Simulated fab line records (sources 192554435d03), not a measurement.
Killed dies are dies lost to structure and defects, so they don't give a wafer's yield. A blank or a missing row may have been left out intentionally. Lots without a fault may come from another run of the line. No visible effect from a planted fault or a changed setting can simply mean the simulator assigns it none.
Chamber matching :: flow n5_finfet :: N5_BEOL_M0_SAQP_STRIP_86 on rie_diel-03 has 3 sister chambers
The step strips in N2/H2. 14 wafers are shown with their chamber, then 5 later ones without.

== WAFERS WITH THEIR CHAMBER ==
wafer: L074.1
chamber: 0
drypump_motor_current_A (A): 4.9
showerhead_plenum_p_Torr (Torr): 3.24
throttle_valve_pct (%): 19.16

wafer: L074.3
chamber: 3
drypump_motor_current_A (A): 6.3
showerhead_plenum_p_Torr (Torr): 3.29
throttle_valve_pct (%): 19.17

wafer: L074.5
chamber: 3
drypump_motor_current_A (A): 6.3
showerhead_plenum_p_Torr (Torr): 3.29
throttle_valve_pct (%): 19.15

wafer: L075.2
chamber: 3
drypump_motor_current_A (A): 6.3
showerhead_plenum_p_Torr (Torr): 3.29
throttle_valve_pct (%): 19.15

wafer: L075.4
chamber: 3
drypump_motor_current_A (A): 6.3
showerhead_plenum_p_Torr (Torr): 3.29
throttle_valve_pct (%): 19.17

wafer: L075.6
chamber: 0
drypump_motor_current_A (A): 4.9
showerhead_plenum_p_Torr (Torr): 3.24
throttle_valve_pct (%): 19.14

wafer: L081.1
chamber: 3
drypump_motor_current_A (A): 6.3
showerhead_plenum_p_Torr (Torr): 3.29
throttle_valve_pct (%): 19.17

wafer: L081.2
chamber: 2
drypump_motor_current_A (A): 6.2
showerhead_plenum_p_Torr (Torr): 3.45
throttle_valve_pct (%): 18.82

wafer: L081.6
chamber: 2
drypump_motor_current_A (A): 6.2
showerhead_plenum_p_Torr (Torr): 3.45
throttle_valve_pct (%): 18.87

wafer: L086.1
chamber: 3
drypump_motor_current_A (A): 6.3
showerhead_plenum_p_Torr (Torr): 3.28
throttle_valve_pct (%): 18.77

wafer: L086.3
chamber: 0
drypump_motor_current_A (A): 4.9
showerhead_plenum_p_Torr (Torr): 3.23
throttle_valve_pct (%): 19.21

wafer: L086.5
chamber: 3
drypump_motor_current_A (A): 6.3
showerhead_plenum_p_Torr (Torr): 3.28
throttle_valve_pct (%): 18.75

wafer: L087.2
chamber: 2
drypump_motor_current_A (A): 6.1
showerhead_plenum_p_Torr (Torr): 3.44
throttle_valve_pct (%): 18.88

wafer: L087.3
chamber: 0
drypump_motor_current_A (A): 4.9
showerhead_plenum_p_Torr (Torr): 3.22
throttle_valve_pct (%): 19.17

SIGNATURES (means of the wafers above)
reading: drypump_motor_current_A
chamber 0: 4.900
chamber 2: 6.167
chamber 3: 6.300
scatter within a chamber: 0.0246

reading: showerhead_plenum_p_Torr
chamber 0: 3.2325
chamber 2: 3.4467
chamber 3: 3.2871
scatter within a chamber: 0.00664

reading: throttle_valve_pct
chamber 0: 19.1700
chamber 2: 18.8567
chamber 3: 19.0471
scatter within a chamber: 0.147
Rule: a wafer lies at a distance from a chamber equal to the root of the sum of squares, over the readings, of (its reading less the chamber's mean, divided by the reading's scatter). The wafer belongs to the nearest chamber; if the next one is less than 2 further off, it can't be placed. The scatter is the square root of a quotient: the sum, over the shown wafers, of each reading's squared deviation from its chamber's mean, divided by wafers minus chambers.

== WAFERS WHOSE CHAMBER IS MISSING ==
wafer: L087.6
drypump_motor_current_A (A): 6.1
showerhead_plenum_p_Torr (Torr): 3.44
throttle_valve_pct (%): 18.86

wafer: L089.6
drypump_motor_current_A (A): 6.3
showerhead_plenum_p_Torr (Torr): 3.28
throttle_valve_pct (%): 18.76

wafer: L095.2
drypump_motor_current_A (A): 6.3
showerhead_plenum_p_Torr (Torr): 3.27
throttle_valve_pct (%): 18.79

wafer: L095.5
drypump_motor_current_A (A): 4.9
showerhead_plenum_p_Torr (Torr): 3.22
throttle_valve_pct (%): 19.19

wafer: L095.6
drypump_motor_current_A (A): 6.3
showerhead_plenum_p_Torr (Torr): 3.27
throttle_valve_pct (%): 18.81

== THE CHAMBER EACH PASSED THROUGH ==
wafer: L087.6
from the rows above: 2
in truth: 2

wafer: L089.6
from the rows above: 3
in truth: 3

wafer: L095.2
from the rows above: 3
in truth: 3

wafer: L095.5
from the rows above: 0
in truth: 0

wafer: L095.6
from the rows above: 3
in truth: 3
Correct placement for 5 of the 5. Left unplaced by these rows: 0. 0 placed wrongly.
